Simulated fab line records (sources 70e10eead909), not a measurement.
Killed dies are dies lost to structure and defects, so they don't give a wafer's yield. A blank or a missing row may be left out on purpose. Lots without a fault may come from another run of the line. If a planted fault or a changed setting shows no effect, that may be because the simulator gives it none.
A struck lot beside a sound one | flow nand harc | 43 steps out of a route of 1159
Sound: the wafers L331.2, L331.3, L331.4. Struck: wafers L332.4, L332.6. (L332.3 of the same lot was not struck and is left out.) The cause comes at the end.
Order at every step that has rows: each side's tool, ch and its chambers, its first start. Under that, the readings that differ: sound wafers | struck wafers | difference of the means | sigmas: that difference in standard deviations of wafers without a fault.
alike: words and numbers the same on both sides, and readings whose means are apart by under 2 such deviations; not compared: readings that were withheld, readings missing a value for some wafer, numbers with overlapping values and no deviation given by the record, and bounds like >300 which may hide the same value.
A row with sigmas, a row that says differs or no value, or rows on one side alone: a step with any of these is where the two part. When numbers do not overlap yet have no deviation, they are printed without sigmas and do not part them. Lack of a reading on every wafer of one side parts them only where that side has two or more wafers.

first, 1 step without rows for these wafers: NHARC_A_CONTACT_DEVELOP_68 (develop time 35 s).
NHARC_A_CONTACT_CD_MEAS_69: the cd target is 200 nm.
  sound on cd sem-02 ch 0, day 20 07:47; struck on cd sem-01 ch 0, day 20 12:01
  alike: cd nm
NHARC_A_CONTACT_OVL_MEAS_70:
  sound: overlay-01 at day 20 07:53; struck: overlay-02 at day 20 12:06
  alike: overlay x nm, overlay y nm
NHARC_A_CONTACT_INSPECT_71:
  sound: defect inspect-02 at day 20 07:55; struck: defect inspect-02 at day 20 12:08
  alike: raw defect count
then, 1 step without rows for these wafers: NHARC_A_CONTACT_DESCUM_74 (chemistry O2, time 3 s).
NHARC_A_CONTACT_ETCH_75: etches the open film in CF4, target depth 39 nm, time 65 s.
  sound on rie diel-05 ch 0,2,3, day 20 08:08; struck on rie diel-06 ch 2, day 20 12:22
  reading                | sound                | struck        | difference | sigmas
  throttle valve pct (%) | 13.272 13.295 13.289 | 13.259 13.271 | -0.020     | -2
  alike: drypump motor current A, oes product au, rf vpp V, showerhead plenum p Torr
  not compared: rf hours counter h
then, 2 steps without rows for these wafers: NHARC_A_CONTACT_ETCH_76 (etches the open film in N2/H2, target depth 260 nm, time 475.3 s); NHARC_A_CONTACT_ETCH_77 (etches the open film in CF4/CHF3, target depth 72.6 nm, time 36.3 s).
NHARC_A_CONTACT_ETCH_78: etches the open film in O2/COS, target depth 2800 nm, time 728 s.
  sound: rie diel-05 ch 0,1,2; struck: rie diel-06 ch 2
  reading               | sound             | struck      | difference | sigmas
  oes product au (a.u.) | 1.001 0.987 1.000 | 1.016 1.015 | +0.019     | +2
  alike: drypump motor current A, rf vpp V, showerhead plenum p Torr, throttle valve pct
  not compared: rf hours counter h
then, 2 steps without rows for these wafers: NHARC_A_CONTACT_ETCH_124 (etches the open film in C4F8/O2/Ar, time 140 s, target depth 700 nm); NHARC_A_CONTACT_ETCH_125 (etches the open film in C4F8/O2/Ar, time 155 s, target depth 956 nm).
NHARC_A_CONTACT_ETCH_126: etches the open film in C4F8/O2/Ar, time 155 s, target depth 956 nm.
  sound on har cap etch-03 ch 0,1, day 20 09:32; struck on har cap etch-03 ch 0, day 20 14:03
  not compared: rf hours counter h
NHARC_A_CONTACT_ETCH_127: etches the open film in C4F8/O2/Ar, time 155 s, target depth 956 nm.
  sound on har cap etch-03 ch 0,1, day 20 09:40; struck on har cap etch-03 ch 0, day 20 14:11
  not compared: rf hours counter h
NHARC_A_CONTACT_ETCH_128: etches the open film in C4F8/O2/Ar, time 155 s, target depth 956 nm.
  sound on har cap etch-03 ch 0,1, day 20 09:49; struck on har cap etch-03 ch 0, day 20 14:20
  not compared: rf hours counter h
then, 7 steps without rows for these wafers: NHARC_A_CONTACT_ETCH_129 (etches the open film in C4F8/O2/Ar, time 155 s, target depth 956 nm); NHARC_A_CONTACT_ETCH_130 (etches the open film in C4F8/O2/Ar, time 155 s, target depth 956 nm); NHARC_A_CONTACT_ETCH_131 (etches the open film in C4F8/O2/Ar, time 155 s, target depth 956 nm); NHARC_A_CONTACT_ETCH_132 (etches the open film in C4F8/O2/Ar, time 156 s, target depth 958 nm); NHARC_A_CONTACT_ETCH_133 (etches the open film in C4F8/O2/Ar, time 195 s, target depth 840 nm); NHARC_A_CONTACT_ETCH_91 (etches the open film in CH3F/O2, target depth 40 nm, time 85.7 s); NHARC_A_CONTACT_ETCH_97 (etches the open film in C4F6/O2, target depth 20 nm, time 10 s).
NHARC_A_CONTACT_CD_MEAS_80:
  sound: cd sem-03 at day 20 11:21; struck: cd sem-01 at day 20 15:49
  alike: cd nm
then, 4 steps without rows for these wafers: NHARC_A_CONTACT_STRIP_103 (strips in N2/H2); NHARC_A_CONTACT_STRIP_104 (strips in CF4/CHF3); NHARC_A_CONTACT_STRIP_105 (strips in O2/COS); NHARC_A_CONTACT_ETCH_106 (etches the open film in CF4/O2, target depth 60 nm, overetch 6 nm, time 33 s).
NHARC_A_CONTACT_STRIP_82: strips in O2.
  sound: rie diel-06 ch 0,1,2; struck: rie diel-05 ch 1
  alike: drypump motor current A, oes product au, rf vpp V, showerhead plenum p Torr, throttle valve pct
  not compared: rf hours counter h
then, 13 steps without rows for these wafers: NHARC_A_CONTACT_STRIP_83 (strips in post etch residue remover, time 600 s); NHARC_A_CONTACT_DEP_84 (deposits aC, target thk 2000 nm); NHARC_A_CONTACT_DEP_85 (deposits SiON, target thk 50 nm); NHARC_A_CONTACT_DEHYDRATE_00 (time 120 s); NHARC_A_CONTACT_HMDS_01 (time 30 s); NHARC_A_CONTACT_COAT_86 (time 75 s); NHARC_A_CONTACT_COAT_87 (time 65 s); NHARC_A_CONTACT_COAT_02 (resist thk 90 nm); NHARC_A_CONTACT_SOFTBAKE_03 (time 55 s); NHARC_A_CONTACT_EBR_04; NHARC_A_CONTACT_EXPOSE_05 (exposes mask A CC); NHARC_A_CONTACT_PEB_06 (peb time 65 s); NHARC_A_CONTACT_DEVELOP_07 (develop time 35 s).
NHARC_A_CONTACT_CD_MEAS_08: the cd target is 100 nm.
  sound on cd sem-03 ch 0, day 20 16:34; struck on cd sem-01 ch 0, day 20 23:07
  alike: cd nm
NHARC_A_CONTACT_OVL_MEAS_09:
  sound: overlay-01 at day 20 16:40; struck: overlay-02 at day 20 23:11
  alike: overlay x nm, overlay y nm
-- the record jumps here: 4 days lie between the struck wafers' starts before and after (it left off in module A_CONTACT and takes up again in module END, whose first step shown is number 1159 of the route) --
NHARC_END_SORT_01:
  the record has rows for the struck wafers here (prober-01 ch 0, day 25 06:22) and none for the sound ones

## WHERE THEY PART
First at NHARC_A_CONTACT_ETCH_75; last, within this record, at NHARC_END_SORT_01.

WHY: whatever the simulator had introduced
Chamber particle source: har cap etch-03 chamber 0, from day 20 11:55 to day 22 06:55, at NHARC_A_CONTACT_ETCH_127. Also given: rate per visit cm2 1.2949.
